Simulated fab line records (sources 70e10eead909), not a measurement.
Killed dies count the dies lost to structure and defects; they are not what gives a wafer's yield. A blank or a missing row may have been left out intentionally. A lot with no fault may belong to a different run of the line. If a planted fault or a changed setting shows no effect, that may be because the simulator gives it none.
Which of the tools did it?    flow nand_harc    11 lots, 33 wafers sampled, at 5 steps of a route of 1159

## WHAT THE GAUGES SHOWED, per wafer
NHARC_END_WLT_00.
lot   measured      on         VT_DECK1_BOTTOM
L896  day 19 12:36  prober-01  0.868 0.876 0.866
L895  day 20 20:12  prober-02  0.874 0.882 0.881
L898  day 19 15:36  prober-02  0.858 0.860 0.868
L899  day 20 13:26  prober-02  0.879 0.886 0.872
L900  day 20 12:56  prober-01  0.869 0.869 0.882
L902  day 21 19:00  prober-01  0.866 0.867 0.862
L903  day 21 11:41  prober-01  0.861 0.872 0.878
L904  day 22 08:31  prober-01  0.871 0.872 0.881
L906  day 22 23:41  prober-01  0.874 0.862 0.871
L907  day 22 16:23  prober-02  0.886 0.876 0.872
L912  day 23 22:55  prober-01  0.910 0.900 0.902

## WHAT TOOL EACH LOT RAN ON (gives the tool, then ch and the chambers of the sampled wafers, and finally the start)
lot   NHARC_P_GATE_PRECLEAN_71            NHARC_A_M1_ETCH_15                             NHARC_A_M1_CMP_23              NHARC_A_BONDPAD_STRIP_15
L896  wet_bench-02 ch 0,1,4, day 4 07:45  rie_diel-09 ch 0,1, day 18 00:21 or earlier    cmp-02 ch 0,1,2, day 18 00:21  rie_diel-05 ch 1,2,3, day 18 03:25
L895  wet_bench-06 ch 2,3,5, day 4 07:47  rie_diel-10 ch 0,2, day 19 03:26 or earlier    cmp-03 ch 0,1, day 19 03:26    rie_diel-12 ch 0,2,3, day 19 06:27
L898  wet_bench-06 ch 1,2,3, day 4 23:04  rie_diel-09 ch 0,2, day 18 02:52 or earlier    cmp-04 ch 0,1,3, day 18 02:52  rie_diel-05 ch 0,2,3, day 18 05:52
L899  wet_bench-05 ch 0,4,7, day 5 06:10  rie_diel-09 ch 0,2,3, day 19 00:38 or earlier  cmp-02 ch 0,2,3, day 19 00:38  rie_diel-12 ch 1,3, day 19 03:49
L900  wet_bench-06 ch 2,3,5, day 5 16:41  rie_diel-10 ch 1,2,3, day 19 03:55 or earlier  cmp-04 ch 2,3, day 19 03:55    rie_diel-05 ch 1,2,3, day 19 07:05
L902  wet_bench-06 ch 0,5,7, day 6 08:25  rie_diel-07 ch 0,3, day 20 06:46 or earlier    cmp-04 ch 1,2,3, day 20 06:46  rie_diel-05 ch 0,1,3, day 20 10:02
L903  wet_bench-02 ch 4,5,7, day 6 08:28  rie_diel-10 ch 0,1,3, day 20 00:29 or earlier  cmp-04 ch 0,2, day 20 00:29    rie_diel-03 ch 1,2, day 20 04:03
L904  wet_bench-05 ch 0,1,7, day 6 20:44  rie_diel-09 ch 0,1,2, day 21 00:07 or earlier  cmp-02 ch 0,1,3, day 21 00:07  rie_diel-05 ch 0,1,2, day 21 03:23
L906  wet_bench-06 ch 4,5,6, day 7 08:53  rie_diel-09 ch 0,2,3, day 21 13:58 or earlier  cmp-04 ch 0,1,3, day 21 13:58  rie_diel-05 ch 0,1,2, day 21 17:19
L907  wet_bench-05 ch 1,4,7, day 7 09:02  rie_diel-07 ch 0,1,2, day 21 03:43 or earlier  cmp-04 ch 2,3, day 21 03:43    rie_diel-12 ch 1,2, day 21 06:44
L912  wet_bench-06 ch 4,5,7, day 8 15:43  rie_diel-09 ch 0,1,3, day 22 06:46 or earlier  cmp-02 ch 2,3, day 22 06:46    rie_diel-05 ch 0,2, day 22 09:48
- NHARC_P_GATE_PRECLEAN_71: cleans in SC1.
- NHARC_A_M1_ETCH_15: etches the open film in C4F8/Ar, target depth 182.5 nm, time 91.2 s.
- NHARC_A_M1_CMP_23: polishes, t overpolish 20 s, target thk 154.34 nm.
- NHARC_A_BONDPAD_STRIP_15: strips in O2.

## THE ANSWER, worked out from the rows above alone
Rule: what is usual is taken from the lots themselves. Put in order of their means at a reading, lots are off if they are a third of the lots or fewer, leave a main group of 4 or more, and stand apart from it by a gap of 3 or more times the standard deviation of the main group's means; of several such gaps the widest counts. If all means in a main group match to the digits the tables above print for the reading, that group is not used. Also off: a lot with no number at a reading for which 4 or more lots have one. All remaining lots with rows at the step are treated as sound.
Off: at NHARC_END_WLT_00 (VT_DECK1_BOTTOM), L912. For the main group the mean is 0.872 and the standard deviation 0.0055.
If a tool, at a process step before that reading, ran all the lots that are off and no sound lot after the first of them, it fits. Those tools and the gauges at NHARC_END_WLT_00 are tried in the same way. Because NHARC_A_M1_ETCH_15 lacks a start for some lots, the hours and order of its lots are taken from NHARC_A_M1_CMP_23. Can't be told from this: 5 tools fit, wet_bench-06 at NHARC_P_GATE_PRECLEAN_71, rie_diel-09 at NHARC_A_M1_ETCH_15, cmp-02 at NHARC_A_M1_CMP_23, rie_diel-05 at NHARC_A_BONDPAD_STRIP_15, prober-01 at NHARC_END_WLT_00.

## WHAT WAS PUT IN BY THE SIMULATOR
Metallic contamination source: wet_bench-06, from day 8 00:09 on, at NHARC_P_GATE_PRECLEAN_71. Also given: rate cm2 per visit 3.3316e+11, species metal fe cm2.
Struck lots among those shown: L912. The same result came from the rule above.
